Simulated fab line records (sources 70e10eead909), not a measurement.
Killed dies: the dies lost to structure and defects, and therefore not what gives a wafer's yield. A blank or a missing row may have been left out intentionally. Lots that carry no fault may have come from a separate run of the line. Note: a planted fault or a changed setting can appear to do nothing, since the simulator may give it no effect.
Which tool was responsible? -- flow nand harc -- 12 lots (36 wafers sampled), 1 step of a 1159-step route

== WHAT THE GAUGES SHOWED, per wafer ==
NHARC_P_M2_CD_MEAS_16.
lot,measured,on,cd nm (nm)
L075,day 6 18:43,cd sem-02,168.9 168.5 169.2
L076,day 7 05:22,cd sem-03,168.2 168.0 168.0
L081,day 7 12:47,cd sem-01,169.3 169.1 169.3
L080,day 7 17:38,cd sem-03,169.7 169.0 170.0
L083,day 8 13:45,cd sem-03,169.7 168.5 169.0
L085,day 8 22:04,cd sem-03,168.9 169.9 169.9
L087,day 9 13:36,cd sem-03,169.6 171.6 170.9
L089,day 9 22:25,cd sem-02,169.1 169.6 168.9
L091,day 10 06:16,cd sem-02,170.3 171.4 168.7
L093,day 10 20:33,cd sem-02,171.9 171.0 171.7
L095,day 11 12:57,cd sem-01,169.2 169.5 169.2
L097,day 12 02:18,cd sem-01,169.0 170.0 170.7

== TOOL THAT RAN EACH LOT (tool first, then ch and the chambers of the sampled wafers, then the start) ==
No process step before these readings appears in the record.

== THE ANSWER, worked out from the rows above alone ==
Rule: the lots themselves supply what counts as usual. Put in order of their means at a reading, lots are off if they are a third of the lots or fewer, leave a main group of 4 or more, and stand apart from it by a gap of 3 or more times the standard deviation of the main group's means; of several such gaps the widest counts. A main group whose means are all the same, to the digits that the tables above print for the reading, isn't used. A lot without any number at a reading at which 4 lots or more have one is off too. The other lots that the step has rows for count as sound.
No lot is off on any of the readings shown, so nothing can be concluded from this.

== WHAT THE SIMULATOR HAD INSERTED ==
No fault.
